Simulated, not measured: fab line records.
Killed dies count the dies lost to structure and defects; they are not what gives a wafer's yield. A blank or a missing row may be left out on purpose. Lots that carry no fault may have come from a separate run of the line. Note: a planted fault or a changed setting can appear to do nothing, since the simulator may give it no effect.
fab line records	flow n5Finfet
record: lots: 10	wafers: 27	lastDay: 18
route steps=1938 shown BEOL_M6@1211 PASSIVATION@1936
lots that met no fault: from a run of the same line without faults
startH: hours from the record's opening day to when the first of the lot's shown wafers began	waitH: hours from the lot's prior step to this one	" the same as in the row above	L1.1+2: a single row standing in for several wafers	- no value, or no start given	* or withheld: withheld	< > ~ a bound
route shown NAME@n: NAME is a module with steps in the file, n the number in the route of the first one	usual: mean/standard deviation taken from wafers without a fault	same: alike in all rows	chamber/n: place in a boat	sites: each site's reading	_std_site: how widely they spread, as a standard deviation	_edge_site: inner sites' mean taken away from outer sites' mean	radiusMm: how far each site lies from the wafer's centre	mask NAME#n: copy n	behind: tool/chamber where the wafer was last shaped	hold: what put the lot on hold/how long, in hours/how the hold closed	device: which transistor (n, p or np) failed to switch	end of line: the tests these same wafers got at the end of their route	a step given without rows: its recipe and nothing more	killed: count of dies lost to structure and defects at first sort (not the wafer's yield)	map: a wafer's dies, x killed, . not, _ none there
set.NAME: setting as actually run; set.NAME@STEP: the setting as run at that earlier step	model.NAME: the simulator's own value behind a step, which no gauge read
route steps across a sampled set of lots; one table per step, one row per wafer
services: when a tool's chamber went out of use (startH, in hours from the record's first day, below 0 if earlier), for how many hours, and the reason
== steps ==
step: N5_BEOL_M6_ETCH_61
recipe: chemistry: CF4	target: SiARC	targetDepthA: 455	maskMaterial: CAR-ArF	timeS: 75.8	ionEnergyEv: 80	pressureMtorr: 40	sourceW: 545	biasW: 36	Ar_flow_sccm: 100	cf4FlowSccm: 100	ends: cleared
usual: drypumpMotorCurrentA: 5.5/0.37	etchRfOnTimeS: 76.5/1.3	mfcArSccm: 100.05/0.3	oesProductAu: 0.65/0.065	rfVppV: 184.0/1.2	showerheadPlenumPTorr: 2.14/0.077	throttleValvePct: 15.63/0.19
lot.wafer	tool	chamber	startH	waitH	drypumpMotorCurrentA	etchRfOnTimeS	mfcArSccm	oesProductAu	rfHoursCounterH	rfVppV	showerheadPlenumPTorr	throttleValvePct
L662.3	rieDiel-05	0	197.09	0.0	5.0	75.9	100.17	0.68	87	183.8	2.16	15.28
L662.4	"	2	"	"	5.9	76.3	99.74	0.61	202	185.9	2.21	15.61
L662.6	"	3	"	"	5.7	79.0	100.38	0.74	-	184.5	2.27	15.42
L660.3	rieDiel-04	1	207.48	0.0	5.3	76.5	100.01	0.60	225	184.3	2.21	15.89
L660.4	"	0	"	"	5.8	76.9	100.01	0.58	206	182.0	2.05	15.84
L660.6	"	2	"	"	4.8	76.5	99.97	0.74	-	183.9	2.09	15.48
L666.1	rieDiel-05	1	217.37	0.0	5.5	78.1	100.42	0.62	203	182.9	2.05	15.80
L666.2	"	3	"	"	5.8	78.3	100.45	0.74	29	184.4	2.27	15.43
L666.5	"	3	"	"	5.7	78.5	100.13	0.74	-	185.1	2.27	15.43
L669.1	rieDiel-02	1	265.83	0.0	5.0	75.0	100.05	0.70	65	184.4	2.18	15.38
L669.5	"	3	"	"	5.4	74.5	100.56	0.73	-	182.5	2.18	15.60
L669.6	"	0	"	"	5.7	76.7	99.80	0.59	-	183.7	2.03	15.73
L672.5	rieDiel-02	3	266.41	0.0	5.4	75.7	100.08	0.72	-	183.9	2.18	15.59
L672.6	"	2	"	"	5.9	74.3	99.96	0.59	-	185.2	2.20	15.89
L675.3	rieDiel-02	2	271.67	0.0	5.9	74.6	99.99	0.60	234	184.6	2.20	15.88
L675.4	"	1	"	"	4.9	75.3	99.88	0.70	67	184.8	2.18	15.40
L674.4	rieDiel-02	0	274.16	0.0	5.7	78.0	99.77	0.58	234	182.0	2.03	15.73
L674.5	"	2	"	"	5.9	75.4	100.46	0.60	-	183.3	2.20	15.87
L680.2	rieDiel-04	0	308.73	0.0	5.9	77.9	100.01	0.56	240	182.3	2.03	15.92
L680.4	"	2	"	"	4.8	77.1	99.52	0.69	86	184.2	2.08	15.57
L680.5	"	3	"	"	5.7	77.6	100.62	0.56	-	184.0	2.03	15.76
L681.1	rieDiel-05	1	312.53	0.0	5.6	78.2	100.47	0.59	235	182.7	2.04	15.85
L681.2	"	2	"	"	5.9	76.3	99.85	0.58	242	182.6	2.20	15.68
L681.4	"	3	"	"	5.7	79.0	100.46	0.69	64	184.6	2.25	15.49
L682.4	rieDiel-05	2	327.31	0.0	5.9	75.3	100.01	0.58	247	184.6	2.20	15.70
L682.5	"	0	"	"	5.0	75.6	100.06	0.64	-	182.3	2.15	15.36
L682.6	"	3	"	"	5.7	78.5	99.79	0.69	-	185.1	2.25	15.52
step: N5_BEOL_M6_STRIP_67
recipe: chemistry: CF4	resist: SiARC	powerW: 300	biasPowerW: 75	pressureMtorr: 50	cf4FlowSccm: 150	rfFrequencyHz: 6e+07
usual: drypumpMotorCurrentA: 5.5/0.37	oesProductAu: 0.76/0.075	rfVppV: 271.1/1.8	showerheadPlenumPTorr: 1.80/0.065	throttleValvePct: 13.62/0.2
lot.wafer	tool	chamber	startH	waitH	drypumpMotorCurrentA	oesProductAu	rfHoursCounterH	rfVppV	showerheadPlenumPTorr	throttleValvePct
L662.3	rieDiel-05	0	197.29	0.0	4.9	0.79	87	272.1	1.83	13.33
L662.4	"	2	"	"	5.9	0.71	202	272.4	1.86	13.62
L662.6	"	3	"	"	5.7	0.89	-	273.4	1.90	13.35
L660.3	rieDiel-04	1	207.68	0.0	5.3	0.70	225	271.3	1.84	13.87
L660.4	"	0	"	"	5.9	0.70	206	269.8	1.72	13.83
L660.6	"	2	"	"	4.8	0.87	-	269.9	1.75	13.42
L666.1	rieDiel-05	1	217.57	0.0	5.5	0.73	203	267.3	1.72	13.78
L666.2	"	3	"	"	5.7	0.88	29	272.8	1.90	13.36
L666.5	"	3	"	"	5.7	0.88	-	272.5	1.90	13.37
L669.1	rieDiel-02	1	266.03	0.0	4.9	0.82	65	270.8	1.83	13.37
L669.5	"	3	"	"	5.4	0.85	-	273.5	1.84	13.60
L669.6	"	0	"	"	5.7	0.70	-	268.2	1.70	13.71
L672.5	rieDiel-02	3	266.60	0.0	5.4	0.85	-	271.4	1.84	13.58
L672.6	"	2	"	"	5.9	0.69	-	274.0	1.84	13.89
L675.3	rieDiel-02	2	271.87	0.0	5.9	0.69	234	272.9	1.84	13.89
L675.4	"	1	"	"	5.0	0.82	68	271.3	1.83	13.36
L674.4	rieDiel-02	0	274.36	0.0	5.7	0.69	234	269.2	1.70	13.69
L674.5	"	2	"	"	5.9	0.69	-	271.8	1.84	13.90
L680.2	rieDiel-04	0	308.94	0.0	5.9	0.67	240	268.5	1.71	13.91
L680.4	"	2	"	"	4.8	0.83	87	268.4	1.74	13.54
L680.5	"	3	"	"	5.6	0.68	-	269.9	1.70	13.78
L681.1	rieDiel-05	1	312.73	0.0	5.5	0.70	235	267.2	1.71	13.85
L681.2	"	2	"	"	5.9	0.68	242	270.8	1.84	13.71
L681.4	"	3	"	"	5.7	0.83	65	273.6	1.89	13.42
L682.4	rieDiel-05	2	327.51	0.0	5.9	0.68	247	273.5	1.84	13.73
L682.5	"	0	"	"	4.9	0.76	-	272.2	1.81	13.39
L682.6	"	3	"	"	5.7	0.82	-	274.5	1.88	13.48
step: N5_BEOL_M6_VIA_ETCH_34
recipe: chemistry: C4F6/O2	target: SiCOH_lowk	targetDepthA: 1263	maskMaterial: SOC	taperDeg: 4	timeS: 50.9	ionEnergyEv: 250	pressureMtorr: 30	sourceW: 345	biasW: 185	Ar_flow_sccm: 300	C4F6_flow_sccm: 10	O2_flow_sccm: 10
usual: drypumpMotorCurrentA: 5.5/0.38	mfcArSccm: 299.9/0.81	oes_ar_750_au: 0.76/0.076	oesProductAu: 0.75/0.078	rfVppV: 667/9.3	runLengthS: 74.4/0.41	showerheadPlenumPTorr: 2.83/0.11	throttleValvePct: 20.87/0.19
lot.wafer	tool	chamber	startH	waitH	drypumpMotorCurrentA	mfcArSccm	oes_ar_750_au	oesProductAu	rfHoursCounterH	rfVppV	runLengthS	showerheadPlenumPTorr	throttleValvePct
L662.3	rieDiel-05	3	200.26	0.0	5.7	300.2	0.87	0.88	23	671	74.5	3.02	20.76
L662.4	"	1	"	"	5.5	300.0	0.73	0.73	199	674	74.2	2.73	21.09
L662.6	"	1	"	"	5.5	300.6	0.72	0.74	-	675	74.4	2.73	21.09
L660.3	rieDiel-02	3	208.76	0.0	5.4	300.3	0.87	0.88	45	663	74.3	2.89	20.77
L660.4	"	0	"	"	5.6	300.4	0.71	0.70	208	672	73.5	2.72	21.00
L660.6	"	0	"	"	5.6	300.7	0.70	0.70	-	672	73.6	2.72	21.01
L666.1	rieDiel-05	3	220.01	0.0	5.7	300.0	0.86	0.86	31	670	74.7	3.01	20.76
L666.2	"	1	"	"	5.5	299.3	0.71	0.72	205	674	74.6	2.73	21.11
L666.5	"	2	"	"	5.9	299.5	0.70	0.70	-	670	74.0	2.93	20.81
L669.1	rieDiel-05	1	267.65	0.0	5.5	300.5	0.71	0.71	218	676	74.7	2.72	21.13
L669.5	"	3	"	"	5.7	299.9	0.84	0.83	-	671	74.5	3.00	20.78
L669.6	"	2	"	"	5.9	299.8	0.69	0.69	-	668	74.0	2.93	20.84
L672.5	rieDiel-05	0	270.21	0.0	5.0	299.2	0.78	0.77	-	665	75.0	2.84	20.40
L672.6	"	3	"	"	5.7	300.6	0.83	0.84	-	671	71.9	3.00	20.78
L675.3	rieDiel-05	0	273.41	0.0	5.0	299.0	0.77	0.77	105	664	74.9	2.84	20.41
L675.4	"	1	"	"	5.6	298.9	0.71	0.72	220	673	72.4	2.72	21.13
L674.4	rieDiel-05	2	275.20	0.0	5.9	299.5	0.69	0.68	230	668	71.6	2.92	20.84
L674.5	"	2	"	"	5.9	299.0	0.69	0.68	-	671	74.0	2.92	20.83
L680.2	rieDiel-04	3	312.32	0.0	5.6	300.4	0.66	0.67	241	682	74.3	2.68	20.88
L680.4	"	0	"	"	5.8	301.2	0.67	0.67	241	657	74.4	2.70	21.12
L680.5	"	2	"	"	4.8	300.3	0.81	0.83	-	673	74.0	2.76	20.83
L681.1	rieDiel-04	3	313.65	0.0	5.7	300.0	0.66	0.67	241	681	74.6	2.68	20.90
L681.2	"	0	"	"	5.8	299.4	0.67	0.66	241	659	74.5	2.70	21.13
L681.4	"	2	"	"	4.8	298.4	0.82	0.82	88	675	73.6	2.76	20.84
L682.4	rieDiel-02	3	329.96	0.0	5.4	299.4	0.83	0.82	-	662	74.1	2.87	20.82
L682.5	"	1	"	"	4.9	299.7	0.79	0.79	-	653	74.3	2.89	20.73
L682.6	"	0	"	"	5.6	299.5	0.67	0.67	-	672	73.9	2.70	21.05
step: N5_BEOL_M6_TRENCH_ETCH_37
recipe: chemistry: C4F6/O2	targetDepthA: 944.35	target: SiCOH_lowk	timeS: 31.5	ionEnergyEv: 250	pressureMtorr: 30	sourceW: 345	biasW: 185	Ar_flow_sccm: 300	C4F6_flow_sccm: 10	O2_flow_sccm: 10
usual: drypumpMotorCurrentA: 5.5/0.38	mfcArSccm: 299.9/0.84	oes_ar_750_au: 0.76/0.076	oesProductAu: 0.75/0.079	rfVppV: 667/9.3	runLengthS: 54.9/0.42	showerheadPlenumPTorr: 2.83/0.11	throttleValvePct: 20.90/0.19
lot.wafer	tool	chamber	startH	waitH	drypumpMotorCurrentA	mfcArSccm	oes_ar_750_au	oesProductAu	rfHoursCounterH	rfVppV	runLengthS	showerheadPlenumPTorr	throttleValvePct
L662.3	rieDiel-05	3	-	-	5.7	299.5	0.88	0.88	23	671	55.8	3.02	20.78
L662.4	"	1	"	"	5.5	300.1	0.72	0.73	199	674	55.4	2.73	21.14
L662.6	"	1	"	"	5.5	300.5	0.72	0.73	-	675	55.1	2.73	21.13
L660.3	rieDiel-02	3	-	-	5.4	299.4	0.87	0.88	45	661	54.5	2.89	20.80
L660.4	"	0	"	"	5.7	300.1	0.71	0.71	209	674	54.2	2.72	20.99
L660.6	"	0	"	"	5.6	301.3	0.70	0.70	-	673	54.8	2.72	21.03
L666.1	rieDiel-05	3	-	-	5.7	300.5	0.86	0.87	31	671	55.1	3.01	20.80
L666.2	"	1	"	"	5.6	299.7	0.72	0.72	205	674	55.2	2.73	21.13
L666.5	"	2	"	"	5.9	299.7	0.70	0.70	-	669	54.7	2.93	20.85
L669.1	rieDiel-05	1	-	-	5.5	299.4	0.70	0.71	218	674	55.7	2.72	21.14
L669.5	"	3	"	"	5.7	298.7	0.83	0.84	-	671	55.0	3.00	20.80
L669.6	"	2	"	"	5.9	298.5	0.70	0.69	-	670	54.6	2.93	20.86
L672.5	rieDiel-05	0	-	-	5.0	298.5	0.78	0.76	-	663	55.2	2.84	20.44
L672.6	"	3	"	"	5.7	300.7	0.83	0.83	-	671	55.4	3.00	20.82
L675.3	rieDiel-05	0	-	-	5.0	299.9	0.77	0.77	105	664	55.6	2.84	20.44
L675.4	"	1	"	"	5.5	300.7	0.70	0.71	220	674	55.1	2.72	21.17
L674.4	rieDiel-05	2	-	-	5.9	299.4	0.68	0.69	230	670	54.7	2.92	20.88
L674.5	"	2	"	"	5.9	300.0	0.69	0.69	-	670	54.9	2.92	20.88
L680.2	rieDiel-04	3	-	-	5.6	298.6	0.66	0.67	241	681	55.3	2.68	20.93
L680.4	"	0	"	"	5.9	297.8	0.67	0.66	241	657	55.5	2.70	21.15
L680.5	"	2	"	"	4.8	299.7	0.82	0.81	-	673	54.4	2.76	20.85
L681.1	rieDiel-04	3	-	-	5.6	300.4	0.66	0.67	241	682	55.3	2.68	20.92
L681.2	"	0	"	"	5.9	300.3	0.68	0.65	241	660	55.1	2.70	21.17
L681.4	"	2	"	"	4.8	301.6	0.82	0.82	88	674	54.3	2.76	20.86
L682.4	rieDiel-02	3	-	-	5.4	299.5	0.83	0.82	-	661	54.6	2.87	20.84
L682.5	"	1	"	"	5.0	298.3	0.80	0.79	-	655	54.9	2.88	20.77
L682.6	"	0	"	"	5.7	300.5	0.67	0.67	-	672	54.7	2.70	21.08
step: N5_PASSIVATION_PROBE_49
usual: defectLimitedYield: 91.7/1.5	killed_at_M0_to_M3: 32/9.6	killed_at_M4_up: 13/5.3	killedAtContacts: 12/6.8	killedAtFrontEnd: 36/9.8	killedAtOther: 4/3.1	killedDies: 98/17	killedOpen: 65/13	killedShort: 32/8.5	sort_bin_5_function: 4.9/0.93	sort_bin_6_memory: 3.2/0.67	sortNPass: 1082/17	sortYieldPct: 91.7/1.4
same: grossDies: 1180	killedAtBackSide: 0	sort_bin_4_leakage[%]: 0	sort_bin_8_speed[%]: 0
lot.wafer	tool	chamber	startH	waitH	defectLimitedYield[%]	killed_at_M0_to_M3	killed_at_M4_up	killedAtContacts	killedAtFrontEnd	killedAtOther	killedDies	killedOpen	killedShort	sort_bin_5_function[%]	sort_bin_6_memory[%]	sortNPass	sortYieldPct[%]
L662.3	prober-02	-	281.45	0.1	93.6	23	10	9	31	3	76	49	26	3.1	2.9	1104	93.6
L662.4	prober-02	-	281.50	0.2	92.6	22	14	10	39	2	87	48	38	4.3	2.9	1093	92.6
L662.6	prober-02	-	281.60	0.3	92.0	24	13	3	49	5	94	58	34	4.7	3.1	1086	92.0
L660.3	prober-02	-	288.37	0.1	92.3	50	7	9	21	4	91	54	36	4.4	3.1	1089	92.3
L660.4	prober-02	-	288.42	0.2	91.9	39	8	10	35	4	96	64	32	4.6	3.2	1084	91.9
L660.6	prober-02	-	288.52	0.3	92.7	37	12	4	27	6	86	50	35	3.8	3.2	1094	92.7
L666.1	prober-02	-	306.07	0.0	90.9	33	16	8	48	2	107	73	32	5.2	3.5	1073	90.9
L666.2	prober-02	-	306.12	0.1	91.5	28	15	14	43	0	100	69	28	4.7	3.6	1080	91.5
L666.5	prober-02	-	306.27	0.2	93.3	20	11	8	36	4	79	57	20	3.6	3.0	1101	93.3
L672.5	prober-02	-	351.58	0.2	90.0	43	22	6	39	8	118	75	41	5.7	3.8	1062	90.0
L672.6	prober-02	-	351.63	0.3	94.3	24	15	1	22	5	67	48	17	3.6	2.0	1113	94.3
L674.4	prober-02	-	361.15	1.1	91.6	28	12	5	47	7	99	64	35	5.8	2.5	1081	91.6
L674.5	prober-02	-	361.20	1.1	91.7	27	11	6	50	4	98	62	36	5.3	2.6	1082	91.7
L675.3	prober-01	-	362.18	0.1	92.5	29	15	22	22	1	89	58	30	4.1	3.5	1091	92.5
L675.4	prober-01	-	362.23	0.2	92.8	21	10	16	36	2	85	67	13	4.1	2.5	1095	92.8
L680.2	prober-01	-	398.46	0.1	93.0	20	20	14	25	4	83	56	27	3.6	3.2	1097	93.0
L680.4	prober-01	-	398.56	0.2	91.4	26	13	21	36	5	101	64	37	5.0	3.2	1079	91.4
L680.5	prober-01	-	398.61	0.2	92.5	35	5	12	33	4	89	58	31	4.0	3.3	1091	92.5
L682.4	prober-02	-	422.61	0.2	92.2	28	8	17	39	0	92	63	23	4.6	2.7	1088	92.2
L682.5	prober-02	-	422.66	0.2	92.5	29	6	12	41	0	88	57	27	3.9	3.1	1092	92.5
L682.6	prober-02	-	422.71	0.3	90.1	20	18	10	65	4	117	82	35	5.1	4.4	1063	90.1
killed by level:class
L662.3 FIN_SAQP:geometricParticle:short=10 MOL_CONTACT_COAG:geometricParticle:open=9 GATE_CUT:geometricParticle:short=7 BEOL_M1:geometricParticle:open=7 FIN_SAQP:geometricParticle:open=5 BEOL_M4:geometricParticle:open=5 BEOL_M0_SAQP:geometricParticle:open=4 BEOL_M2:geometricParticle:open=4
L662.4 FIN_SAQP:geometricParticle:short=13 MOL_CONTACT_COAG:geometricParticle:open=8 FIN_SAQP:geometricParticle:open=6 STI_FIN_REVEAL:geometricParticle:open=6 BEOL_M0_SAQP:geometricParticle:short=5 BEOL_M1:geometricParticle:open=5 BEOL_M2:geometricParticle:open=5 STI_FIN_REVEAL:geometricParticle:short=3
L662.6 FIN_SAQP:geometricParticle:open=10 GATE_CUT:geometricParticle:short=7 BEOL_M1:geometricParticle:open=6 BEOL_M0_SAQP:geometricParticle:open=5 STARTING-WAFER:geometricParticle:open=5 FIN_SAQP:geometricParticle:short=4 DUMMY_GATE:geometricParticle:open=4 GATE_CUT:geometricParticle:open=4
L660.3 BEOL_M0_SAQP:geometricParticle:open=12 BEOL_M0_SAQP:geometricParticle:short=10 BEOL_M2:geometricParticle:open=9 MOL_CONTACT_COAG:geometricParticle:open=6 BEOL_M3:geometricParticle:open=6 BEOL_M0:geometricParticle:short=5 FIN_SAQP:geometricParticle:short=4 DUMMY_GATE:geometricParticle:open=3
L660.4 DUMMY_GATE:geometricParticle:open=13 MOL_CONTACT_COAG:geometricParticle:open=8 FIN_SAQP:geometricParticle:short=7 BEOL_M2:geometricParticle:open=7 BEOL_M3:geometricParticle:open=7 BEOL_M1:geometricParticle:short=6 BEOL_M1:geometricParticle:open=6 BEOL_M0_SAQP:geometricParticle:open=5
L660.6 BEOL_M0_SAQP:geometricParticle:short=14 BEOL_M0_SAQP:geometricParticle:open=11 FIN_SAQP:geometricParticle:short=4 BEOL_M2:geometricParticle:open=4 BEOL_M4:geometricParticle:open=4 FIN_SAQP:geometricParticle:open=3 STI_FIN_REVEAL:geometricParticle:open=3 DUMMY_GATE:geometricParticle:open=3
L666.1 STI_FIN_REVEAL:geometricParticle:open=13 BEOL_M0_SAQP:geometricParticle:open=13 FIN_SAQP:geometricParticle:open=12 MOL_CONTACT_COAG:geometricParticle:open=8 BEOL_M0_SAQP:geometricParticle:short=7 BEOL_M1:geometricParticle:open=5 FIN_SAQP:geometricParticle:short=4 GATE_CUT:geometricParticle:short=4
L666.2 STI_FIN_REVEAL:geometricParticle:open=13 MOL_CONTACT_COAG:geometricParticle:open=12 FIN_SAQP:geometricParticle:short=8 BEOL_M1:geometricParticle:open=8 BEOL_M0_SAQP:geometricParticle:open=6 FIN_SAQP:geometricParticle:open=5 BEOL_M0_SAQP:geometricParticle:short=5 BEOL_M2:geometricParticle:open=5
L666.5 STI_FIN_REVEAL:geometricParticle:open=15 GATE_CUT:geometricParticle:short=7 MOL_CONTACT_COAG:geometricParticle:open=7 BEOL_M2:geometricParticle:open=6 DUMMY_GATE:geometricParticle:open=4 BEOL_M0_SAQP:geometricParticle:open=4 BEOL_M3:geometricParticle:open=4 FIN_SAQP:geometricParticle:open=3
L672.5 STI_FIN_REVEAL:geometricParticle:open=15 BEOL_M0_SAQP:geometricParticle:short=10 BEOL_M4:geometricParticle:open=8 BEOL_M2:geometricParticle:open=6 BEOL_M0_SAQP:geometricParticle:open=6 BEOL_M1:geometricParticle:open=6 BEOL_M3:geometricParticle:open=6 FIN_SAQP:geometricParticle:short=5
L672.6 BEOL_M3:geometricParticle:open=6 BEOL_M0_SAQP:geometricParticle:open=5 FIN_SAQP:geometricParticle:open=4 GATE_CUT:geometricParticle:short=4 BEOL_M0:geometricParticle:open=4 BEOL_M2:geometricParticle:open=4 BEOL_M4:geometricParticle:open=4 FIN_SAQP:geometricParticle:short=3
L674.4 STI_FIN_REVEAL:geometricParticle:open=8 FIN_SAQP:geometricParticle:short=7 BEOL_M3:geometricParticle:open=7 DUMMY_GATE:geometricParticle:open=6 GATE_CUT:geometricParticle:short=6 BEOL_M0_SAQP:geometricParticle:open=5 BEOL_M5:geometricParticle:open=5 BEOL_M1:geometricParticle:open=4
L674.5 STI_FIN_REVEAL:geometricParticle:open=10 FIN_SAQP:geometricParticle:short=9 FIN_SAQP:geometricParticle:open=7 MOL_CONTACT_COAG:geometricParticle:open=5 BEOL_M0_SAQP:geometricParticle:short=5 BEOL_M0_SAQP:geometricParticle:open=5 SPACER0:geometricParticle:open=4 BEOL_M2:geometricParticle:open=4
L675.3 MOL_CONTACT_COAG:geometricParticle:open=18 BEOL_M0_SAQP:geometricParticle:short=8 BEOL_M0_SAQP:geometricParticle:open=7 STI_FIN_REVEAL:geometricParticle:open=5 BEOL_M3:geometricParticle:open=5 MOL_CONTACT_COAG:geometricParticle:short=4 FIN_SAQP:geometricParticle:short=3 GATE_CUT:geometricParticle:open=3
L675.4 MOL_CONTACT_COAG:geometricParticle:open=13 BEOL_M3:geometricParticle:open=13 FIN_SAQP:geometricParticle:open=10 BEOL_M4:geometricParticle:open=6 DUMMY_GATE:geometricParticle:open=5 HKMG_FIN:areaEtch=5 STI_FIN_REVEAL:geometricParticle:open=4 FIN_SAQP:geometricParticle:short=3
L680.2 BEOL_M4:geometricParticle:open=12 MOL_CONTACT_COAG:geometricParticle:open=9 BEOL_M3:geometricParticle:open=6 MOL_CONTACT_COAG:geometricParticle:short=5 BEOL_M0_SAQP:geometricParticle:short=5 GATE_CUT:geometricParticle:short=4 BEOL_M4:geometricParticle:short=4 FIN_SAQP:geometricParticle:open=3
L680.4 MOL_CONTACT_COAG:geometricParticle:open=15 BEOL_M4:geometricParticle:open=8 STI_FIN_REVEAL:geometricParticle:open=7 MOL_CONTACT_COAG:geometricParticle:short=6 BEOL_M3:geometricParticle:open=6 FIN_SAQP:geometricParticle:short=5 GATE_CUT:geometricParticle:short=5 GATE_CUT:geometricParticle:open=5
L680.5 BEOL_M3:geometricParticle:open=12 BEOL_M0_SAQP:geometricParticle:short=11 FIN_SAQP:geometricParticle:open=9 MOL_CONTACT_COAG:geometricParticle:open=7 BEOL_M0_SAQP:geometricParticle:open=7 STI_FIN_REVEAL:geometricParticle:open=5 MOL_CONTACT_COAG:geometricParticle:short=5 FIN_SAQP:geometricParticle:short=4
L682.4 MOL_CONTACT_COAG:geometricParticle:open=15 FIN_SAQP:geometricParticle:open=11 BEOL_M1:geometricParticle:open=8 BEOL_M2:geometricParticle:open=8 FIN_SAQP:geometricParticle:short=6 GATE_CUT:geometricParticle:short=5 GATE_CUT:geometricParticle:open=4 BEOL_M0:geometricParticle:open=4
L682.5 MOL_CONTACT_COAG:geometricParticle:open=12 FIN_SAQP:geometricParticle:short=9 BEOL_M2:geometricParticle:open=7 DUMMY_GATE:geometricParticle:open=6 BEOL_M0_SAQP:geometricParticle:open=5 FIN_SAQP:geometricParticle:open=4 STI_FIN_REVEAL:geometricParticle:open=4 BEOL_M0_SAQP:geometricParticle:short=4
L682.6 STI_FIN_REVEAL:geometricParticle:open=12 FIN_SAQP:geometricParticle:open=8 FIN_SAQP:geometricParticle:short=8 MOL_CONTACT_COAG:geometricParticle:open=8 GATE_CUT:geometricParticle:short=7 BEOL_M2:geometricParticle:open=7 BEOL_M4:geometricParticle:open=7 ILD0:geometricParticle:open=6
== services ==
tool	chamber	startH	hours	kind
rieDiel-04	-	212.45	14.6	pm
rieDiel-05	0	213.96	11.5	repair
rieDiel-05	1	253.43	2.5	repair
rieDiel-02	-	273.16	0.6	repair
rieDiel-05	-	278.82	0.5	repair
rieDiel-05	2	282.21	3.3	repair
rieDiel-04	1	289.29	-	clean
rieDiel-04	1	289.29	-	consumableReplace:focusRing
rieDiel-04	1	289.29	17.8	scheduledDown
rieDiel-04	1	289.29	17.8	ventCycle
rieDiel-02	3	310.74	16.3	repair
rieDiel-02	2	327.39	-	clean
rieDiel-02	2	327.39	-	consumableReplace:focusRing
rieDiel-02	2	327.39	35.9	scheduledDown
rieDiel-02	2	327.39	35.9	ventCycle
== key ==
firstSign: step: N5_BEOL_M6_VIA_ETCH_34	reading: runLengthS	direction: down	sigmas: 5.8	usual: *	struck: *
effect none on later readings
metAt N5_BEOL_M6_VIA_ETCH_34
struckLots L672,L674,L675
struckWafers L672.6,L674.4,L675.4
notActingAt N5_BEOL_M6_ETCH_61,N5_BEOL_M6_STRIP_67,N5_BEOL_M6_TRENCH_ETCH_37
onsetBetween 267.65 270.21
fault: kind: processParameterDrift	tool: rieDiel-05	chamber: -	onsetH: 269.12	steps: N5_BEOL_M6_VIA_ETCH_34	channel: timeS	offset: *	shape: step	endH: 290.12	scope: struckWafersOnly	actsIn: *	stated: *
